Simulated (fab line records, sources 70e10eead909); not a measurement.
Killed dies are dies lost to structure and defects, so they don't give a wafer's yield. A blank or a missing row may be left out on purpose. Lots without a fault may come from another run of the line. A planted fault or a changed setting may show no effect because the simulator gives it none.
Chamber matching | flow nand_harc | NHARC_A_STAIRCASE_ETCH_271 on rie_diel-11: 4 sister chambers
The step etches the open film in CF4/CHF3. 8 wafers are shown with their chamber, then 8 later ones without.

WAFERS WITH THEIR CHAMBER
wafer  | chamber | showerhead_plenum_p_Torr (Torr) | rf_vpp_V (V)
L077.6 | 3       | 1.63                            | 373.8
L078.2 | 0       | 1.50                            | 369.2
L078.5 | 2       | 1.67                            | 373.0
L078.6 | 1       | 1.69                            | 374.4
L083.1 | 1       | 1.68                            | 373.1
L083.4 | 0       | 1.50                            | 366.9
L083.6 | 2       | 1.67                            | 373.3
L087.3 | 3       | 1.62                            | 373.3

WAFERS WITHOUT THEIR CHAMBER
wafer  | showerhead_plenum_p_Torr (Torr) | rf_vpp_V (V)
L087.5 | 1.68                            | 376.3
L087.6 | 1.66                            | 373.8
L093.1 | 1.67                            | 374.2
L093.3 | 1.66                            | 373.3
L093.4 | 1.49                            | 367.0
L096.2 | 1.49                            | 366.9
L096.3 | 1.61                            | 373.2
L096.6 | 1.67                            | 373.7

WHICH CHAMBER EACH WENT THROUGH
wafer  | from the rows above     | in truth
L087.5 | can't be placed: 1 or 2 | 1
L087.6 | 2                       | 2
L093.1 | can't be placed: 2 or 1 | 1
L093.3 | 2                       | 2
L093.4 | 0                       | 0
L096.2 | 0                       | 0
L096.3 | 3                       | 3
L096.6 | 2                       | 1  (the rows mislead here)
Placed correctly: 5 of 8. Can't be placed from these rows: 2 (the true chamber is among the candidates in 2). Placed wrongly: 1.
How it was worked out, from the rows above alone: a wafer's distance from a chamber is the root of the sum, over the readings, of the square of ((its reading less the chamber's mean) divided by the reading's scatter). The wafer belongs to the nearest chamber; if the next one is less than 2 further off, it can't be placed. A chamber's mean is the mean of its shown wafers. The scatter: the root of (the sum of the squares of (reading less its chamber's mean) over the shown wafers, divided by (wafers less chambers)).
